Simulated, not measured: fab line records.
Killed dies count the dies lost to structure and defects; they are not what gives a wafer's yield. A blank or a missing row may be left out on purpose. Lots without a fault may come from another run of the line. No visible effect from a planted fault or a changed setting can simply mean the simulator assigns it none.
Which tool was responsible? / flow nand-harc / 14 lots, 42 wafers sampled, at 4 steps of a route of 1302

## WHAT EACH GAUGE READ, for each wafer
No reading from a measuring or inspecting step in the record can be judged against a usual standard deviation.

## WHAT TOOL EACH LOT RAN ON (gives the tool, then ch and the chambers of the sampled wafers, and finally the start)
lot=L462; NHARC_THIN_TSV_STRIP_62=plasma-asher-01 ch 0,1, day 25 14:11; NHARC_THIN_TSV_PVD_51=pvd-sputter-03, day 25 18:11 or earlier; NHARC_THIN_TSV_ETCH_36=rie-metal-01 ch 0,1, day 25 18:11; NHARC_THIN_TSV_STRIP_56=plasma-asher-01 ch 0,1, day 25 18:20
lot=L461; NHARC_THIN_TSV_STRIP_62=plasma-asher-01 ch 0,1, day 25 15:29; NHARC_THIN_TSV_PVD_51=pvd-sputter-03, day 25 19:20 or earlier; NHARC_THIN_TSV_ETCH_36=rie-metal-03 ch 0,1, day 25 19:20; NHARC_THIN_TSV_STRIP_56=plasma-asher-01 ch 0,1, day 25 19:29
lot=L464; NHARC_THIN_TSV_STRIP_62=plasma-asher-01 ch 0,1, day 25 17:39; NHARC_THIN_TSV_PVD_51=pvd-sputter-03, day 25 21:29 or earlier; NHARC_THIN_TSV_ETCH_36=rie-metal-01 ch 0,1, day 25 21:29; NHARC_THIN_TSV_STRIP_56=plasma-asher-02 ch 0,1, day 25 21:37
lot=L465; NHARC_THIN_TSV_STRIP_62=plasma-asher-02 ch 0,1, day 25 18:53; NHARC_THIN_TSV_PVD_51=pvd-sputter-02, day 25 22:37 or earlier; NHARC_THIN_TSV_ETCH_36=rie-metal-03 ch 0,1, day 25 22:37; NHARC_THIN_TSV_STRIP_56=plasma-asher-02 ch 0,1, day 25 22:45
lot=L467; NHARC_THIN_TSV_STRIP_62=plasma-asher-02 ch 0,1, day 25 20:08; NHARC_THIN_TSV_PVD_51=pvd-sputter-03, day 26 00:00 or earlier; NHARC_THIN_TSV_ETCH_36=rie-metal-02 ch 0,1, day 26 00:00; NHARC_THIN_TSV_STRIP_56=plasma-asher-02 ch 0,1, day 26 00:06
lot=L468; NHARC_THIN_TSV_STRIP_62=plasma-asher-01 ch 0,1, day 27 20:50; NHARC_THIN_TSV_PVD_51=pvd-sputter-03, day 28 00:44 or earlier; NHARC_THIN_TSV_ETCH_36=rie-metal-02 ch 1, day 28 00:44; NHARC_THIN_TSV_STRIP_56=plasma-asher-01 ch 1, day 28 00:50
lot=L469; NHARC_THIN_TSV_STRIP_62=plasma-asher-02 ch 0,1, day 27 22:11; NHARC_THIN_TSV_PVD_51=pvd-sputter-01, day 28 01:53 or earlier; NHARC_THIN_TSV_ETCH_36=rie-metal-03 ch 0,1, day 28 01:53; NHARC_THIN_TSV_STRIP_56=plasma-asher-01 ch 0, day 28 01:59
lot=L470; NHARC_THIN_TSV_STRIP_62=plasma-asher-02 ch 0,1, day 28 01:18; NHARC_THIN_TSV_PVD_51=pvd-sputter-02, day 28 05:10 or earlier; NHARC_THIN_TSV_ETCH_36=rie-metal-02 ch 0, day 28 05:10; NHARC_THIN_TSV_STRIP_56=plasma-asher-01 ch 0,1, day 28 05:15
lot=L473; NHARC_THIN_TSV_STRIP_62=plasma-asher-02 ch 0,1, day 28 16:37; NHARC_THIN_TSV_PVD_51=pvd-sputter-03, day 28 20:30 or earlier; NHARC_THIN_TSV_ETCH_36=rie-metal-01 ch 0,1, day 28 20:30; NHARC_THIN_TSV_STRIP_56=plasma-asher-02 ch 0,1, day 28 20:36
lot=L472; NHARC_THIN_TSV_STRIP_62=plasma-asher-01 ch 0,1, day 29 00:41; NHARC_THIN_TSV_PVD_51=pvd-sputter-03, day 29 04:33 or earlier; NHARC_THIN_TSV_ETCH_36=rie-metal-02 ch 0,1, day 29 04:33; NHARC_THIN_TSV_STRIP_56=plasma-asher-01 ch 0,1, day 29 04:40
lot=L476; NHARC_THIN_TSV_STRIP_62=plasma-asher-02 ch 0,1, day 30 08:27; NHARC_THIN_TSV_PVD_51=pvd-sputter-01, day 30 12:18 or earlier; NHARC_THIN_TSV_ETCH_36=rie-metal-02 ch 0,1, day 30 12:18; NHARC_THIN_TSV_STRIP_56=plasma-asher-02 ch 0,1, day 30 12:24
lot=L478; NHARC_THIN_TSV_STRIP_62=plasma-asher-02 ch 0,1, day 30 17:25; NHARC_THIN_TSV_PVD_51=pvd-sputter-02, day 30 21:07 or earlier; NHARC_THIN_TSV_ETCH_36=rie-metal-02 ch 0,1, day 30 21:07; NHARC_THIN_TSV_STRIP_56=plasma-asher-01 ch 0,1, day 30 21:13
lot=L479; NHARC_THIN_TSV_STRIP_62=plasma-asher-01 ch 0,1, day 30 20:02; NHARC_THIN_TSV_PVD_51=pvd-sputter-01, day 30 23:57 or earlier; NHARC_THIN_TSV_ETCH_36=rie-metal-02 ch 0,1, day 30 23:57; NHARC_THIN_TSV_STRIP_56=plasma-asher-01 ch 0,1, day 31 00:02
lot=L480; NHARC_THIN_TSV_STRIP_62=plasma-asher-02 ch 0,1, day 31 09:24; NHARC_THIN_TSV_PVD_51=pvd-sputter-01, day 31 13:14 or earlier; NHARC_THIN_TSV_ETCH_36=rie-metal-02 ch 0,1, day 31 13:14; NHARC_THIN_TSV_STRIP_56=plasma-asher-02 ch 0,1, day 31 13:19
- NHARC_THIN_TSV_STRIP_62: strips in N2/H2, time 20 s.
- NHARC_THIN_TSV_PVD_51: deposits Cu, target thk 100 nm.
- NHARC_THIN_TSV_ETCH_36: etches the open film in Cl2/BCl3, target depth 65 nm, time 18.571 s.
- NHARC_THIN_TSV_STRIP_56: strips in O2.

## WHAT THE TOOLS THEMSELVES READ (means of the sampled wafers that have a number; where no wafer has one, the mark that the record gives instead)
NHARC_THIN_TSV_STRIP_62.
lot=L462; tool=plasma-asher-01; drypump-motor-current-A (A)=5.0; heater-power-w (W)=340
lot=L461; tool=plasma-asher-01; drypump-motor-current-A (A)=5.0; heater-power-w (W)=339
lot=L464; tool=plasma-asher-01; drypump-motor-current-A (A)=5.0; heater-power-w (W)=342
lot=L465; tool=plasma-asher-02; drypump-motor-current-A (A)=6.3; heater-power-w (W)=371
lot=L467; tool=plasma-asher-02; drypump-motor-current-A (A)=6.2; heater-power-w (W)=366
lot=L468; tool=plasma-asher-01; drypump-motor-current-A (A)=5.1; heater-power-w (W)=381
lot=L469; tool=plasma-asher-02; drypump-motor-current-A (A)=6.3; heater-power-w (W)=353
lot=L470; tool=plasma-asher-02; drypump-motor-current-A (A)=6.2; heater-power-w (W)=350
lot=L473; tool=plasma-asher-02; drypump-motor-current-A (A)=5.9; heater-power-w (W)=345
lot=L472; tool=plasma-asher-01; drypump-motor-current-A (A)=5.1; heater-power-w (W)=376
lot=L476; tool=plasma-asher-02; drypump-motor-current-A (A)=6.3; heater-power-w (W)=350
lot=L478; tool=plasma-asher-02; drypump-motor-current-A (A)=6.0; heater-power-w (W)=347
lot=L479; tool=plasma-asher-01; drypump-motor-current-A (A)=5.1; heater-power-w (W)=370
lot=L480; tool=plasma-asher-02; drypump-motor-current-A (A)=6.0; heater-power-w (W)=350

NHARC_THIN_TSV_PVD_51.
lot=L462; tool=pvd-sputter-03; throttle-valve-pct (%)=30.0
lot=L461; tool=pvd-sputter-03; throttle-valve-pct (%)=30.2
lot=L464; tool=pvd-sputter-03; throttle-valve-pct (%)=29.6
lot=L465; tool=pvd-sputter-02; throttle-valve-pct (%)=30.6
lot=L467; tool=pvd-sputter-03; throttle-valve-pct (%)=29.0
lot=L468; tool=pvd-sputter-03; throttle-valve-pct (%)=28.7
lot=L469; tool=pvd-sputter-01; throttle-valve-pct (%)=29.8
lot=L470; tool=pvd-sputter-02; throttle-valve-pct (%)=30.5
lot=L473; tool=pvd-sputter-03; throttle-valve-pct (%)=29.8
lot=L472; tool=pvd-sputter-03; throttle-valve-pct (%)=30.9
lot=L476; tool=pvd-sputter-01; throttle-valve-pct (%)=29.1
lot=L478; tool=pvd-sputter-02; throttle-valve-pct (%)=31.3
lot=L479; tool=pvd-sputter-01; throttle-valve-pct (%)=29.6
lot=L480; tool=pvd-sputter-01; throttle-valve-pct (%)=29.9

NHARC_THIN_TSV_ETCH_36.
lot=L462; tool=rie-metal-01; drypump-motor-current-A (A)=5.5; oes-product-au (a.u.)=1.000; run-length-s (s)=39.80
lot=L461; tool=rie-metal-03; drypump-motor-current-A (A)=5.5; oes-product-au (a.u.)=0.993; run-length-s (s)=39.74
lot=L464; tool=rie-metal-01; drypump-motor-current-A (A)=5.7; oes-product-au (a.u.)=0.991; run-length-s (s)=39.75
lot=L465; tool=rie-metal-03; drypump-motor-current-A (A)=5.5; oes-product-au (a.u.)=0.989; run-length-s (s)=40.05
lot=L467; tool=rie-metal-02; drypump-motor-current-A (A)=6.1; oes-product-au (a.u.)=0.994; run-length-s (s)=39.64
lot=L468; tool=rie-metal-02; drypump-motor-current-A (A)=6.2; oes-product-au (a.u.)=1.004; run-length-s (s)=39.67
lot=L469; tool=rie-metal-03; drypump-motor-current-A (A)=5.5; oes-product-au (a.u.)=0.989; run-length-s (s)=39.91
lot=L470; tool=rie-metal-02; drypump-motor-current-A (A)=5.6; oes-product-au (a.u.)=0.994; run-length-s (s)=39.70
lot=L473; tool=rie-metal-01; drypump-motor-current-A (A)=5.7; oes-product-au (a.u.)=0.991; run-length-s (s)=39.87
lot=L472; tool=rie-metal-02; drypump-motor-current-A (A)=6.0; oes-product-au (a.u.)=0.997; run-length-s (s)=39.71
lot=L476; tool=rie-metal-02; drypump-motor-current-A (A)=6.1; oes-product-au (a.u.)=1.003; run-length-s (s)=39.83
lot=L478; tool=rie-metal-02; drypump-motor-current-A (A)=6.0; oes-product-au (a.u.)=1.005; run-length-s (s)=39.76
lot=L479; tool=rie-metal-02; drypump-motor-current-A (A)=5.8; oes-product-au (a.u.)=0.995; run-length-s (s)=36.92
lot=L480; tool=rie-metal-02; drypump-motor-current-A (A)=5.8; oes-product-au (a.u.)=0.993; run-length-s (s)=36.88

NHARC_THIN_TSV_STRIP_56.
lot=L462; tool=plasma-asher-01; drypump-motor-current-A (A)=5.1; heater-power-w (W)=372
lot=L461; tool=plasma-asher-01; drypump-motor-current-A (A)=5.1; heater-power-w (W)=378
lot=L464; tool=plasma-asher-02; drypump-motor-current-A (A)=6.0; heater-power-w (W)=359
lot=L465; tool=plasma-asher-02; drypump-motor-current-A (A)=5.9; heater-power-w (W)=354
lot=L467; tool=plasma-asher-02; drypump-motor-current-A (A)=6.3; heater-power-w (W)=367
lot=L468; tool=plasma-asher-01; drypump-motor-current-A (A)=5.1; heater-power-w (W)=416
lot=L469; tool=plasma-asher-01; drypump-motor-current-A (A)=5.0; heater-power-w (W)=307
lot=L470; tool=plasma-asher-01; drypump-motor-current-A (A)=5.1; heater-power-w (W)=380
lot=L473; tool=plasma-asher-02; drypump-motor-current-A (A)=6.3; heater-power-w (W)=352
lot=L472; tool=plasma-asher-01; drypump-motor-current-A (A)=5.0; heater-power-w (W)=339
lot=L476; tool=plasma-asher-02; drypump-motor-current-A (A)=6.3; heater-power-w (W)=348
lot=L478; tool=plasma-asher-01; drypump-motor-current-A (A)=5.1; heater-power-w (W)=371
lot=L479; tool=plasma-asher-01; drypump-motor-current-A (A)=5.1; heater-power-w (W)=370
lot=L480; tool=plasma-asher-02; drypump-motor-current-A (A)=6.2; heater-power-w (W)=349

## THE ANSWER, worked out from the rows above alone
Rule: the usual values come from the lots themselves. The widest of any qualifying gaps counts: lots, ordered by their means at a reading, are off when they make up no more than a third of the lots, leave a main group of 4 or more, and stand apart from it by 3 or more times the standard deviation of that group's means. Not used: any main group whose means are identical at the precision the tables above print for the reading. Also off: a lot with no number at a reading for which 4 or more lots have one. The other lots that the step has rows for count as sound. The gauges are gone through in route order, then the tools' own readings, and for those a lot's mean is taken as printed above. At the first step where some lot is off, the reading lying furthest off is the one used; lots without a number count as furthest.
Off: L479, L480 (NHARC_THIN_TSV_ETCH_36, run-length-s). The main group: mean 39.79 s, standard deviation 0.11.
A tool fits if, at that step or a process step before it, it ran every lot that is off, and no sound lot after the first of them. NHARC_THIN_TSV_PVD_51 gives no start for some lots, so the hours and the order of its lots are those of NHARC_THIN_TSV_ETCH_36. Undecided on this evidence; 2 tools fit (pvd-sputter-01 at NHARC_THIN_TSV_PVD_51, rie-metal-02 at NHARC_THIN_TSV_ETCH_36).

## WHAT THE SIMULATOR PUT IN
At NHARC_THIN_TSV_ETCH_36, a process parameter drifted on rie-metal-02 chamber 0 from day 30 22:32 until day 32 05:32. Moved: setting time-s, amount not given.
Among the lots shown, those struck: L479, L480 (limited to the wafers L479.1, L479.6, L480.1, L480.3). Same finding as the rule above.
